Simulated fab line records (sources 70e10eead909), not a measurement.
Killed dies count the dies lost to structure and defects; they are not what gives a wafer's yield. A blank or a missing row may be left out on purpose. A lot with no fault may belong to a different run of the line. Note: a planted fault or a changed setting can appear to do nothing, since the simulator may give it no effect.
fab line records	flow nandHarc
record lots=13	wafers=39	lastDay=33
route steps=1302 shown P_M0@274 P_M1@290 END@1302
lots that met no fault: from a run of the same line without faults
startH: the number of hours between the record's first day and the start of the first shown wafer of the lot	waitH: hours from the lot's prior step to this one	" as in the row above	L1.1+2: one row covering several wafers at once	- value missing, or start not given	* or withheld: withheld	< > ~ a bound
route shown NAME@n: NAME is a module with steps in the file, n the number in the route of the first one	usual: mean and standard deviation over wafers with no fault	same: alike in all rows	chamber/n: place in a boat	sites: readings site by site	_std_site: their standard deviation	_edge_site: outer sites' mean less inner sites'	radiusMm: how far each site lies from the wafer's centre	mask NAME#n: copy n	behind: the tool/chamber that last shaped the wafer	hold: why the lot was held/for how many hours/how that ended	device: whichever transistor did not switch (one of n, p or np)	end of line: the same wafers' tests at the end of the route	for a step that has no rows: nothing shown but its recipe	killed: count of dies lost to structure and defects at first sort (not the wafer's yield)	map: dies across one wafer; x = killed, . = not, _ = none there
set.NAME: the run value of the setting; set.NAME@STEP: its run value at that earlier step	model.NAME: the simulator's own value behind a step, which no gauge read
route steps across a sampled set of lots; one table per step, one row per wafer
services: from which hour (startH, from the record's first day; less than 0 if before it) a tool's chamber was out of use, for how many hours, and why
## steps
# step NHARC_P_M0_PVD_20
# recipe targetThkA=50	biasV=168.6	powerW=15000	chamberPressurePa=0.12	timeS=8.06	substrateTempC=50	material=TaN
# usual cathodeDcPowerW=15000/2.9	throttleValvePct=30.2/0.88
lot.wafer	tool	chamber	startH	waitH	cathodeDcPowerW	throttleValvePct
L169.1	pvdSputter-02	-	-	-	15001	30.4
L169.3	"	-	"	"	15004	30.3
L169.4	"	-	"	"	15001	29.2
L170.4	pvdSputter-02	-	-	-	15001	30.2
L170.3	"	-	"	"	15003	29.2
L170.6	"	-	"	"	15000	30.2
L176.3	pvdSputter-01	-	-	-	14998	32.2
L176.1	"	-	"	"	14997	30.6
L176.5	"	-	"	"	15001	29.4
L180.4	pvdSputter-02	-	-	-	15000	29.2
L180.3	"	-	"	"	15002	30.1
L180.2	"	-	"	"	15000	30.5
L181.1	pvdSputter-02	-	-	-	14998	30.4
L181.4	"	-	"	"	15000	28.9
L181.5	"	-	"	"	15002	30.4
L184.2	pvdSputter-01	-	-	-	15002	30.3
L184.5	"	-	"	"	15006	32.1
L184.6	"	-	"	"	15004	30.2
L182.1	pvdSputter-01	-	-	-	15000	30.2
L182.3	"	-	"	"	15001	30.3
L182.2	"	-	"	"	15002	29.2
L185.1	pvdSputter-01	-	-	-	15005	30.2
L185.4	"	-	"	"	15002	30.2
L185.5	"	-	"	"	15005	30.2
L188.2	pvdSputter-01	-	-	-	14998	30.6
L188.3	"	-	"	"	14998	30.0
L188.1	"	-	"	"	15006	32.2
L189.2	pvdSputter-01	-	-	-	14997	29.3
L189.3	"	-	"	"	15000	32.3
L189.1	"	-	"	"	15000	30.0
L191.2	pvdSputter-03	-	-	-	14998	29.8
L191.4	"	-	"	"	15000	30.8
L191.5	"	-	"	"	15000	29.9
L190.2	pvdSputter-02	-	-	-	15006	28.9
L190.4	"	-	"	"	15000	29.5
L190.5	"	-	"	"	14998	30.9
L192.1	pvdSputter-01	-	-	-	14998	29.0
L192.6	"	-	"	"	15000	30.2
L192.5	"	-	"	"	15004	29.8
# step NHARC_P_M0_ANNEAL_30
# recipe tempC=225	timeS=90
# usual wafer_temp_C_max=226.1/0.45
lot.wafer	tool	chamber	startH	waitH	wafer_temp_C_max
L169.1	rtpAnneal-02	0	120.03	-	225.8
L169.3	"	0	"	"	225.6
L169.4	"	0	"	"	225.6
L170.3	rtpAnneal-02	0	135.03	-	225.8
L170.4	"	0	"	"	225.6
L170.6	"	0	"	"	225.6
L176.1	rtpAnneal-02	0	192.28	0.3	225.8
L176.3	"	0	"	"	225.7
L176.5	"	0	"	"	225.6
L180.2	rtpAnneal-02	0	235.78	0.3	225.9
L180.3	"	0	"	"	225.8
L180.4	"	0	"	"	225.9
L181.1	rtpAnneal-01	0	267.74	0.3	226.9
L181.4	"	0	"	"	226.3
L181.5	"	0	"	"	227.0
L184.2	rtpAnneal-02	0	268.73	-	225.9
L184.5	"	0	"	"	226.0
L184.6	"	0	"	"	225.6
L182.1	rtpAnneal-02	0	276.79	-	226.0
L182.2	"	0	"	"	226.2
L182.3	"	0	"	"	226.1
L185.1	rtpAnneal-02	0	293.69	0.3	226.1
L185.4	"	0	"	"	225.9
L185.5	"	0	"	"	225.7
L188.1	rtpAnneal-02	0	321.03	0.4	225.7
L188.2	"	0	"	"	225.9
L188.3	"	0	"	"	225.6
L189.1	rtpAnneal-01	0	331.88	0.3	227.1
L189.2	"	0	"	"	226.7
L189.3	"	0	"	"	226.5
L191.2	rtpAnneal-01	0	339.55	-	226.4
L191.4	"	0	"	"	226.9
L191.5	"	0	"	"	226.3
L190.2	rtpAnneal-02	0	340.17	0.4	225.7
L190.4	"	0	"	"	225.9
L190.5	"	0	"	"	225.8
L192.1	rtpAnneal-02	0	351.94	0.3	225.8
L192.5	"	0	"	"	225.5
L192.6	"	0	"	"	225.9
# step NHARC_P_M0_DEP_32
# recipe targetThkA=300	tempC=370	targetThkNm=30	pressureTorr=3	flowSccm=200	rfW=450	material=SiCN
# usual heaterPowerW=549/67
lot.wafer	tool	chamber	startH	waitH	heaterPowerW
L169.1	pecvd-04	0	120.99	0.1	565
L169.3	"	2	"	"	520
L169.4	"	2	"	"	533
L170.3	pecvd-04	1	135.97	0.1	477
L170.6	"	0	"	"	499
L170.4	"	1	"	"	486
L176.1	pecvd-02	1	193.24	0.1	497
L176.3	"	2	"	"	554
L176.5	"	0	"	"	515
L180.3	pecvd-03	2	236.70	0.1	580
L180.2	"	0	"	"	608
L180.4	"	0	"	"	612
L181.1	pecvd-03	2	268.72	0.1	588
L181.5	"	0	"	"	635
L181.4	"	1	"	"	585
L184.2	pecvd-03	0	269.70	0.1	614
L184.5	"	2	"	"	646
L184.6	"	1	"	"	605
L182.1	pecvd-03	1	277.75	0.1	580
L182.3	"	2	"	"	598
L182.2	"	0	"	"	562
L185.1	pecvd-02	2	294.76	0.1	642
L185.5	"	0	"	"	550
L185.4	"	1	"	"	478
L188.2	pecvd-02	0	322.00	0.1	496
L188.1	"	1	"	"	449
L188.3	"	2	"	"	682
L189.2	pecvd-03	0	332.84	0.1	530
L189.3	"	1	"	"	628
L189.1	"	2	"	"	525
L191.2	pecvd-02	2	340.46	0.1	571
L191.5	"	2	"	"	548
L191.4	"	1	"	"	453
L190.2	pecvd-02	0	341.13	0.1	508
L190.5	"	0	"	"	528
L190.4	"	1	"	"	424
L192.1	pecvd-03	1	352.94	0.1	639
L192.6	"	1	"	"	613
L192.5	"	2	"	"	643
# step NHARC_P_M1_SOFTBAKE_04
# recipe tempC=105	timeS=55
# usual heaterPowerTotalW=188.46/0.14
lot.wafer	tool	chamber	startH	waitH	heaterPowerTotalW
L169.1	lithoTrack-01	0	121	-	188.55
L169.3	"	0	"	"	188.51
L169.4	"	0	"	"	188.45
L170.3	lithoTrack-01	0	136	-	188.40
L170.4	"	0	"	"	188.53
L170.6	"	0	"	"	188.36
L176.1	lithoTrack-04	0	194	-	195.30
L176.3	"	0	"	"	195.43
L176.5	"	0	"	"	195.38
L180.2	lithoTrack-04	0	237	-	195.49
L180.3	"	0	"	"	195.68
L180.4	"	0	"	"	195.51
L181.1	lithoTrack-06	0	269	-	188.55
L181.4	"	0	"	"	188.72
L181.5	"	0	"	"	188.62
L184.2	lithoTrack-06	0	270	-	188.64
L184.5	"	0	"	"	188.37
L184.6	"	0	"	"	188.33
L182.1	lithoTrack-06	0	278	-	188.36
L182.2	"	0	"	"	188.73
L182.3	"	0	"	"	188.42
L185.1	lithoTrack-04	0	295	-	188.36
L185.4	"	0	"	"	188.28
L185.5	"	0	"	"	188.42
L188.1	lithoTrack-04	0	322	-	188.75
L188.2	"	0	"	"	188.49
L188.3	"	0	"	"	188.40
L189.1	lithoTrack-06	0	333	-	188.53
L189.2	"	0	"	"	188.34
L189.3	"	0	"	"	188.35
L191.2	lithoTrack-01	0	341	-	188.31
L191.4	"	0	"	"	188.30
L191.5	"	0	"	"	188.40
L190.2	lithoTrack-06	0	341	-	188.42
L190.4	"	0	"	"	188.42
L190.5	"	0	"	"	188.35
L192.1	lithoTrack-01	0	353	-	188.27
L192.5	"	0	"	"	188.38
L192.6	"	0	"	"	188.34
# step NHARC_END_SORT_01
# recipe tempC=25
# usual defectLimitedYield=92.0/2.6	killedAtArray=50/17	killedAtOther=0.7/1	killedAtPeriphery=3.4/2.4	killedDies=54/17	killedOpen=3.3/1.7	killedShort=2.5/1.6	sort_bin_2_pct=2.8/1.1	sort_bin_3_pct=0.5/0.33	sort_bin_4_pct=4.6/1.5	sortNPass=623/17	sortRimYieldPct=92/3.8	sortYieldPct=92.0/2.6
# same grossDies=677	sort_bin_5_pct[%]=0	sort_bin_6_pct[%]=0	sort_bin_7_pct[%]=0	sort_bin_8_pct[%]=0	sortRimNGross=106.00
lot.wafer	tool	chamber	startH	waitH	defectLimitedYield[%]	killedAtArray	killedAtOther	killedAtPeriphery	killedDies	killedOpen	killedShort	sort_bin_2_pct[%]	sort_bin_3_pct[%]	sort_bin_4_pct[%]	sortNPass	sortRimYieldPct[%]	sortYieldPct[%]
L169.1	prober-02	0	567.07	2.5	92.3	51	0	1	52	4	1	2.4	0.1	5.2	625	84	92.3
L169.3	prober-02	0	568.63	3.1	87.0	86	0	2	88	5	4	4.6	1.0	7.4	589	91	87.0
L169.4	prober-02	0	569.42	3.4	87.4	83	0	2	85	3	0	4.3	1.2	7.1	592	88	87.4
L170.3	prober-02	0	577.07	3.1	89.7	66	0	4	70	4	4	3.1	1.2	6.1	607	92	89.7
L170.4	prober-02	0	577.87	3.4	93.8	37	0	5	42	4	2	2.5	0.7	3.0	635	90	93.8
L170.6	prober-02	0	579.48	4.0	91.7	56	0	0	56	1	6	3.4	0.7	4.1	621	99	91.7
L176.1	prober-01	0	620.02	2.5	94.8	32	1	2	35	5	3	0.7	0.1	4.3	642	96	94.8
L176.3	prober-01	0	621.59	3.1	92.9	39	1	8	48	3	5	1.5	0.7	4.9	629	92	92.9
L176.5	prober-01	0	623.17	3.6	94.5	30	0	7	37	4	4	2.2	0.6	2.7	640	92	94.5
L180.2	prober-02	0	674.15	2.8	90.1	62	0	5	67	4	2	4.3	0.7	4.9	610	95	90.1
L180.3	prober-02	0	674.93	3.1	91.3	55	1	3	59	4	1	2.8	0.6	5.3	618	86	91.3
L180.4	prober-02	0	675.72	3.3	88.3	74	0	5	79	2	2	5.3	0.7	5.6	598	92	88.3
L181.1	prober-02	0	689.23	2.5	90.1	65	0	2	67	5	1	3.4	0.4	6.1	610	90	90.1
L181.4	prober-02	0	691.61	3.4	90.3	60	0	6	66	3	5	2.5	0.9	6.4	611	86	90.3
L181.5	prober-02	0	692.41	3.7	91.6	49	0	8	57	4	3	3.0	0.1	5.3	620	90	91.6
L184.2	prober-01	0	708.68	2.8	94.4	34	1	3	38	3	6	1.6	0.6	3.4	639	94	94.4
L184.5	prober-01	0	711.07	3.7	93.4	39	0	6	45	5	3	2.8	0.6	3.2	632	92	93.4
L184.6	prober-01	0	711.86	4.0	92.0	40	0	14	54	3	4	3.1	0	4.9	623	94	92.0
L185.1	prober-02	0	734.46	2.5	92.0	49	0	5	54	5	3	2.2	0.6	5.2	623	91	92.0
L185.4	prober-02	0	736.84	3.4	93.9	39	0	2	41	5	2	1.8	0.1	4.1	636	95	93.9
L185.5	prober-02	0	737.64	3.7	93.8	41	0	1	42	5	1	2.5	0.1	3.5	635	97	93.8
L182.1	prober-02	0	742.95	2.5	93.6	38	0	5	43	0	5	1.6	0.6	4.1	634	100	93.6
L182.2	prober-02	0	743.75	2.8	94.2	33	1	5	39	5	5	2.5	0.4	2.8	638	87	94.2
L182.3	prober-02	0	744.54	3.1	95.9	25	2	1	28	2	3	1.5	0.1	2.5	649	91	95.9
L189.1	prober-02	0	771.18	2.5	88.9	75	0	0	75	1	1	3.8	0.4	6.8	602	90	88.9
L189.2	prober-02	0	771.98	2.8	89.8	65	2	2	69	1	3	3.8	0.6	5.8	608	93	89.8
L189.3	prober-02	0	772.77	3.1	89.4	67	0	5	72	3	4	5.5	0.3	4.9	605	92	89.4
L191.2	prober-01	0	771.88	2.8	94.7	34	1	1	36	5	0	2.2	0.3	2.8	641	98	94.7
L191.4	prober-01	0	773.46	3.4	95.1	31	2	0	33	2	4	1.3	0.1	3.4	644	99	95.1
L191.5	prober-01	0	774.25	3.7	96.0	23	2	2	27	2	0	0.7	0.1	3.1	650	94	96.0
L190.2	prober-01	0	779.60	2.8	91.3	56	0	3	59	1	2	3.5	0.6	4.6	618	84	91.3
L190.4	prober-01	0	781.21	3.4	92.3	47	1	4	52	3	0	3.1	0.9	3.7	625	95	92.3
L190.5	prober-01	0	782.01	3.7	91.0	56	0	5	61	2	2	2.5	0.3	6.2	616	86	91.0
L188.1	prober-02	0	791.13	2.5	91.9	52	0	3	55	5	4	3.1	0.3	4.7	622	92	91.9
L188.2	prober-02	0	791.94	2.8	91.0	55	5	1	61	4	1	2.7	0.3	6.1	616	91	91.0
L188.3	prober-02	0	792.75	3.1	92.9	43	0	5	48	3	2	2.1	0	5.0	629	92	92.9
L192.1	prober-01	0	791.15	2.5	90.7	56	2	5	63	5	2	3.4	0.4	5.5	614	92	90.7
L192.5	prober-01	0	794.34	3.7	90.3	64	2	0	66	3	1	3.0	0.6	6.2	611	93	90.3
L192.6	prober-01	0	795.13	4.0	91.7	52	1	3	56	4	2	2.5	0.4	5.3	621	92	91.7
# killed by level:class
L169.1 A_SLIT:chamberFilmFlake=19 A_CHANNEL_HOLE_D2:chamberFilmFlake=15 A_CHANNEL_HOLE_D1:chamberFilmFlake=6 A_CONTACT:chamberFilmFlake=3 A_M0:geometricParticle:open=2 P_CONTACT:geometricParticle:open=1 A_ONON_D1:geometricParticle:short=1 A_CHANNEL_FILL_D1:geometricParticle:open=1
L169.3 A_CHANNEL_HOLE_D1:chamberFilmFlake=35 A_CHANNEL_HOLE_D2:chamberFilmFlake=18 A_SLIT:chamberFilmFlake=17 A_CONTACT:chamberFilmFlake=4 A_STAIRCASE:chamberFilmFlake=3 P_GATE:geometricParticle:short=1 P_CONTACT:geometricParticle:open=1 A_SOURCE_PLATE:geometricParticle:open=1
L169.4 A_CHANNEL_HOLE_D2:chamberFilmFlake=35 A_SLIT:chamberFilmFlake=17 A_CHANNEL_HOLE_D1:chamberFilmFlake=15 A_STAIRCASE:chamberFilmFlake=6 A_CONTACT:chamberFilmFlake=3 A_DECK1_JOINT:chamberFilmFlake=2 P_M0:geometricParticle:open=1 A_ONON_D1:geometricParticle:open=1
L170.3 A_CHANNEL_HOLE_D1:chamberFilmFlake=30 A_CHANNEL_HOLE_D2:chamberFilmFlake=20 A_CONTACT:chamberFilmFlake=4 A_STAIRCASE:chamberFilmFlake=3 P_GATE:chamberFilmFlake=2 P_CONTACT:geometricParticle:short=1 A_CHANNEL_FILL_D1:geometricParticle:open=1 A_DECK1_JOINT:geometricParticle:short=1
L170.4 A_CHANNEL_HOLE_D2:chamberFilmFlake=14 A_CHANNEL_HOLE_D1:chamberFilmFlake=8 A_STAIRCASE:chamberFilmFlake=6 A_ONON_D1:geometricParticle:open=3 P_GATE:chamberFilmFlake=3 A_CONTACT:chamberFilmFlake=3 P_M0:geometricParticle:short=1 A_WL_FILL:geometricParticle:short=1
L170.6 A_CHANNEL_HOLE_D2:chamberFilmFlake=32 A_CHANNEL_HOLE_D1:chamberFilmFlake=16 A_WL_FILL:geometricParticle:short=2 A_CHANNEL_HOLE_D1:geometricParticle:short=1 A_DECK1_JOINT:geometricParticle:short=1 A_DECK1_JOINT:geometricParticle:open=1 A_CHANNEL_HOLE_D2:geometricParticle:short=1 A_SGD_CUT:geometricParticle:short=1
L176.1 A_CHANNEL_HOLE_D2:chamberFilmFlake=16 A_CHANNEL_HOLE_D1:chamberFilmFlake=4 A_SLIT:chamberFilmFlake=2 P_CONTACT:geometricParticle:open=1 A_ONON_D1:geometricParticle:short=1 A_CHANNEL_FILL_D1:geometricParticle:short=1 A_CHANNEL_HOLE_D2:geometricParticle:open=1 A_CHANNEL_HOLE_D2:geometricParticle:short=1
L176.3 A_CHANNEL_HOLE_D2:chamberFilmFlake=19 A_SLIT:chamberFilmFlake=5 P_GATE:chamberFilmFlake=4 A_CONTACT:chamberFilmFlake=4 A_DECK1_JOINT:geometricParticle:short=2 A_WL_FILL:geometricParticle:short=2 P_M0:chamberFilmFlake=2 P_M0:geometricParticle:open=1
L176.5 A_CHANNEL_HOLE_D2:chamberFilmFlake=5 A_CONTACT:chamberFilmFlake=5 A_CHANNEL_HOLE_D1:chamberFilmFlake=4 A_SLIT:chamberFilmFlake=4 P_GATE:chamberFilmFlake=3 A_WL_FILL:geometricParticle:short=2 A_DECK1_JOINT:chamberFilmFlake=2 A_WL_FILL:chamberFilmFlake=2
L180.2 A_CHANNEL_HOLE_D1:chamberFilmFlake=27 A_SLIT:chamberFilmFlake=26 A_M0:geometricParticle:short=2 P_GATE:chamberFilmFlake=2 A_STAIRCASE:chamberFilmFlake=2 A_WL_FILL:chamberFilmFlake=2 P_CONTACT:geometricParticle:open=1 P_M1:geometricParticle:open=1
L180.3 A_SLIT:chamberFilmFlake=24 A_CHANNEL_HOLE_D1:chamberFilmFlake=15 P_M1:chamberFilmFlake=3 A_WL_FILL:chamberFilmFlake=3 A_CHANNEL_FILL_D1:chamberFilmFlake=2 A_DECK1_JOINT:chamberFilmFlake=2 A_ONON_D1:geometricParticle:open=1 A_ONON_D2:geometricParticle:open=1
L180.4 A_CHANNEL_HOLE_D1:chamberFilmFlake=34 A_SLIT:chamberFilmFlake=28 A_STAIRCASE:chamberFilmFlake=4 P_ZERO_WELL:chamberFilmFlake=3 A_DECK1_JOINT:chamberFilmFlake=2 P_M0:geometricParticle:open=1 A_ONON_D1:geometricParticle:short=1 A_ONON_D2:geometricParticle:open=1
L181.1 A_SLIT:chamberFilmFlake=31 A_CHANNEL_HOLE_D1:chamberFilmFlake=18 A_CONTACT:chamberFilmFlake=3 P_CONTACT:geometricParticle:open=2 A_ZERO_WELL:chamberFilmFlake=2 A_DECK1_JOINT:chamberFilmFlake=2 A_WL_FILL:chamberFilmFlake=2 A_CHANNEL_FILL_D1:geometricParticle:short=1
L181.4 A_SLIT:chamberFilmFlake=27 A_CHANNEL_HOLE_D1:chamberFilmFlake=15 A_CONTACT:chamberFilmFlake=7 A_DECK1_JOINT:chamberFilmFlake=3 P_ZERO_WELL:chamberFilmFlake=2 P_M0:geometricParticle:short=1 P_M2:geometricParticle:open=1 A_SOURCE_PLATE:geometricParticle:open=1
L181.5 A_SLIT:chamberFilmFlake=21 A_CHANNEL_HOLE_D1:chamberFilmFlake=16 P_ZERO_WELL:chamberFilmFlake=2 P_STI:chamberFilmFlake=2 P_BONDPAD:chamberFilmFlake=2 A_ZERO_WELL:chamberFilmFlake=2 A_STAIRCASE:chamberFilmFlake=2 A_CONTACT:chamberFilmFlake=2
L184.2 A_CHANNEL_HOLE_D2:chamberFilmFlake=14 A_CHANNEL_HOLE_D1:chamberFilmFlake=4 A_WL_FILL:chamberFilmFlake=3 A_ONON_D1:geometricParticle:short=2 A_CHANNEL_FILL_D1:geometricParticle:short=2 P_CONTACT:geometricParticle:short=1 A_CHANNEL_FILL_D1:geometricParticle:open=1 A_CHANNEL_FILL_D2:geometricParticle:open=1
L184.5 A_CHANNEL_HOLE_D2:chamberFilmFlake=15 A_WL_FILL:chamberFilmFlake=6 A_CHANNEL_HOLE_D1:chamberFilmFlake=3 A_CHANNEL_FILL_D1:chamberFilmFlake=3 A_SLIT:chamberFilmFlake=3 P_CONTACT:geometricParticle:open=2 P_CONTACT:chamberFilmFlake=2 P_BONDPAD:chamberFilmFlake=2
L184.6 A_CHANNEL_HOLE_D2:chamberFilmFlake=12 A_CHANNEL_HOLE_D1:chamberFilmFlake=8 A_CONTACT:chamberFilmFlake=5 A_SLIT:chamberFilmFlake=4 A_WL_FILL:chamberFilmFlake=4 P_GATE:chamberFilmFlake=3 A_CHANNEL_FILL_D1:geometricParticle:short=2 P_STI:chamberFilmFlake=2
L185.1 A_CHANNEL_HOLE_D2:chamberFilmFlake=16 A_CHANNEL_HOLE_D1:chamberFilmFlake=10 A_STAIRCASE:chamberFilmFlake=7 P_STI:chamberFilmFlake=5 A_CONTACT:chamberFilmFlake=5 A_CHANNEL_FILL_D1:geometricParticle:open=2 A_ONON_D1:geometricParticle:open=1 A_CHANNEL_HOLE_D1:geometricParticle:open=1
L185.4 A_CHANNEL_HOLE_D2:chamberFilmFlake=13 A_CHANNEL_HOLE_D1:chamberFilmFlake=5 A_STAIRCASE:chamberFilmFlake=5 A_SLIT:chamberFilmFlake=5 A_CONTACT:chamberFilmFlake=4 A_CHANNEL_FILL_D1:geometricParticle:open=2 P_M0:geometricParticle:open=1 A_DECK1_JOINT:geometricParticle:short=1
L185.5 A_CHANNEL_HOLE_D2:chamberFilmFlake=18 A_CHANNEL_HOLE_D1:chamberFilmFlake=9 A_SLIT:chamberFilmFlake=3 A_CONTACT:geometricParticle:open=2 A_DECK1_JOINT:chamberFilmFlake=2 A_STAIRCASE:chamberFilmFlake=2 A_CONTACT:chamberFilmFlake=2 P_M0:geometricParticle:open=1
L182.1 A_CHANNEL_HOLE_D1:chamberFilmFlake=28 P_CONTACT:geometricParticle:short=2 P_ZERO_WELL:chamberFilmFlake=2 A_SLIT:chamberFilmFlake=2 A_STAIRCASE:chamberFilmFlake=2 A_M0:chamberFilmFlake=2 P_GATE:geometricParticle:short=1 A_SLIT:geometricParticle:short=1
L182.2 A_CHANNEL_HOLE_D1:chamberFilmFlake=15 A_SLIT:chamberFilmFlake=3 A_STAIRCASE:chamberFilmFlake=3 A_ONON_D2:geometricParticle:short=2 P_ZERO_WELL:chamberFilmFlake=2 A_CONTACT:chamberFilmFlake=2 A_M0:chamberFilmFlake=2 P_GATE:geometricParticle:open=1
L182.3 A_CHANNEL_HOLE_D1:chamberFilmFlake=16 A_SLIT:chamberFilmFlake=3 THIN_TSV:chamberFilmFlake=2 P_CONTACT:geometricParticle:short=1 A_ONON_D1:geometricParticle:short=1 A_CHANNEL_FILL_D1:geometricParticle:short=1 A_CHANNEL_HOLE_D2:geometricParticle:open=1 A_WL_FILL:geometricParticle:open=1
L189.1 A_SLIT:chamberFilmFlake=33 A_CHANNEL_HOLE_D2:chamberFilmFlake=25 A_CHANNEL_HOLE_D1:chamberFilmFlake=8 A_CONTACT:chamberFilmFlake=5 A_CHANNEL_FILL_D1:geometricParticle:short=1 A_ONON_D2:geometricParticle:open=1 A_CHANNEL_FILL_D1:chamberFilmFlake=1 A_DECK1_JOINT:chamberFilmFlake=1
L191.2 A_STAIRCASE:chamberFilmFlake=11 A_SLIT:chamberFilmFlake=8 A_CONTACT:chamberFilmFlake=5 A_ZERO_WELL:chamberFilmFlake=4 A_ONON_D1:geometricParticle:open=1 A_DECK1_JOINT:geometricParticle:open=1 A_CHANNEL_HOLE_D2:geometricParticle:open=1 A_CHANNEL_FILL_D2:geometricParticle:open=1
L189.2 A_SLIT:chamberFilmFlake=26 A_CHANNEL_HOLE_D2:chamberFilmFlake=22 A_CHANNEL_HOLE_D1:chamberFilmFlake=10 A_CONTACT:chamberFilmFlake=4 THIN_TSV:chamberFilmFlake=2 P_CONTACT:geometricParticle:short=1 A_SOURCE_PLATE:geometricParticle:short=1 A_CHANNEL_FILL_D1:geometricParticle:short=1
L189.3 A_SLIT:chamberFilmFlake=28 A_CHANNEL_HOLE_D2:chamberFilmFlake=21 A_CHANNEL_HOLE_D1:chamberFilmFlake=7 A_CONTACT:chamberFilmFlake=4 P_GATE:chamberFilmFlake=3 P_M0:geometricParticle:open=2 A_STAIRCASE:chamberFilmFlake=2 A_ONON_D1:geometricParticle:short=1
L191.4 A_STAIRCASE:chamberFilmFlake=8 A_CONTACT:chamberFilmFlake=7 A_SLIT:chamberFilmFlake=6 A_CHANNEL_FILL_D2:geometricParticle:short=2 THIN_TSV:chamberFilmFlake=2 A_ONON_D2:geometricParticle:open=1 A_CHANNEL_FILL_D2:geometricParticle:open=1 A_WL_FILL:geometricParticle:short=1
L191.5 A_STAIRCASE:chamberFilmFlake=7 A_CONTACT:chamberFilmFlake=6 A_SLIT:chamberFilmFlake=5 P_CONTACT:chamberFilmFlake=2 THIN_TSV:chamberFilmFlake=2 A_CHANNEL_HOLE_D1:geometricParticle:open=1 A_WL_FILL:geometricParticle:open=1 A_CHANNEL_FILL_D1:chamberFilmFlake=1
L190.2 A_CHANNEL_HOLE_D2:chamberFilmFlake=22 A_CHANNEL_HOLE_D1:chamberFilmFlake=11 A_CONTACT:chamberFilmFlake=10 A_SLIT:chamberFilmFlake=7 A_WL_FILL:geometricParticle:short=2 A_WL_FILL:chamberFilmFlake=2 P_M2:geometricParticle:open=1 P_ZERO_WELL:chamberFilmFlake=1
L190.4 A_CHANNEL_HOLE_D2:chamberFilmFlake=17 A_CONTACT:chamberFilmFlake=11 A_CHANNEL_HOLE_D1:chamberFilmFlake=10 A_SLIT:chamberFilmFlake=8 P_CONTACT:geometricParticle:open=2 A_CHANNEL_FILL_D1:geometricParticle:open=1 P_ZERO_WELL:chamberFilmFlake=1 P_GATE:chamberFilmFlake=1
L190.5 A_CHANNEL_HOLE_D2:chamberFilmFlake=23 A_CONTACT:chamberFilmFlake=12 A_CHANNEL_HOLE_D1:chamberFilmFlake=10 A_SLIT:chamberFilmFlake=5 P_ZERO_WELL:chamberFilmFlake=4 A_BLC:geometricParticle:open=2 A_M0:chamberFilmFlake=2 P_M0:geometricParticle:short=1
L188.1 A_SLIT:chamberFilmFlake=28 A_CONTACT:chamberFilmFlake=7 A_WL_FILL:geometricParticle:short=2 P_ZERO_WELL:chamberFilmFlake=2 A_CHANNEL_HOLE_D1:unspecified=2 A_CHANNEL_HOLE_D1:chamberFilmFlake=2 P_M0:geometricParticle:open=1 A_ONON_D1:geometricParticle:open=1
L192.1 A_SLIT:chamberFilmFlake=28 A_CHANNEL_HOLE_D1:chamberFilmFlake=9 A_CONTACT:chamberFilmFlake=9 A_ZERO_WELL:chamberFilmFlake=3 P_ZERO_WELL:chamberFilmFlake=2 A_CHANNEL_HOLE_D2:chamberFilmFlake=2 THIN_TSV:chamberFilmFlake=2 P_CONTACT:geometricParticle:open=1
L188.2 A_SLIT:chamberFilmFlake=32 A_CONTACT:chamberFilmFlake=10 THIN_TSV:chamberFilmFlake=5 A_CHANNEL_HOLE_D1:chamberFilmFlake=3 A_CHANNEL_HOLE_D1:unspecified=2 A_WL_FILL:chamberFilmFlake=2 P_M2:geometricParticle:open=1 A_CHANNEL_FILL_D1:geometricParticle:open=1
L188.3 A_SLIT:chamberFilmFlake=31 A_CONTACT:chamberFilmFlake=6 P_M1:chamberFilmFlake=3 A_ONON_D2:geometricParticle:open=2 A_ONON_D1:geometricParticle:open=1 A_CHANNEL_FILL_D1:geometricParticle:short=1 A_ONON_D2:geometricParticle:short=1 P_ZERO_WELL:chamberFilmFlake=1
L192.5 A_SLIT:chamberFilmFlake=33 A_CHANNEL_HOLE_D1:chamberFilmFlake=12 A_CONTACT:chamberFilmFlake=7 A_ZERO_WELL:chamberFilmFlake=3 A_CHANNEL_HOLE_D2:chamberFilmFlake=3 THIN_TSV:chamberFilmFlake=2 A_CHANNEL_FILL_D2:geometricParticle:open=1 A_WL_FILL:geometricParticle:short=1
L192.6 A_SLIT:chamberFilmFlake=25 A_CHANNEL_HOLE_D1:chamberFilmFlake=11 A_CONTACT:chamberFilmFlake=7 A_CHANNEL_HOLE_D2:chamberFilmFlake=3 P_CONTACT:geometricParticle:open=1 P_M1:geometricParticle:open=1 A_ONON_D1:geometricParticle:short=1 A_ONON_D1:geometricParticle:open=1
## services
tool	chamber	startH	hours	kind
pvdSputter-02	-	104.00	10.0	pm
pvdSputter-01	-	131.67	8.5	repair
pecvd-03	-	149.62	1.1	repair
lithoTrack-01	-	155.00	7.0	pm
pecvd-02	-	161.61	1.2	repair
pvdSputter-03	-	170.00	10.0	pm
pecvd-02	-	175.42	1.7	repair
lithoTrack-06	-	179.00	7.0	pm
pecvd-03	-	185.54	13.0	pm
pecvd-03	0	185.54	13.0	ventCycle
pvdSputter-03	-	200.02	9.4	repair
lithoTrack-04	-	203.00	7.0	pm
pecvd-04	-	224.24	1.5	repair
pecvd-02	-	227.00	13.0	pm
pvdSputter-01	-	230.00	10.0	pm
pecvd-04	0	235.60	22.7	repair
pecvd-04	1	243.08	8.4	repair
pvdSputter-01	-	255.87	1.7	repair
pvdSputter-02	-	263.65	2.4	repair
pecvd-04	-	269.02	13.0	pm
pvdSputter-02	-	282.00	10.0	pm
pvdSputter-01	-	309.50	5.4	repair
rtpAnneal-01	-	318.84	2.7	repair
lithoTrack-01	-	330.00	7.0	pm
## key
firstSign step=NHARC_P_M1_SOFTBAKE_04	reading=heaterPowerTotalW	direction=up	sigmas=50	usual=*	struck=*
effect none on later readings
metAt NHARC_P_M1_SOFTBAKE_04
struckLots L176,L180
notActingAt NHARC_P_M0_PVD_20,NHARC_P_M0_ANNEAL_30,NHARC_P_M0_DEP_32
fault kind=processParameterDrift	tool=lithoTrack-04	chamber=-	onsetH=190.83	steps=NHARC_P_M1_SOFTBAKE_04	channel=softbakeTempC	offset=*	shape=step	endH=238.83	actsIn=*	stated=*
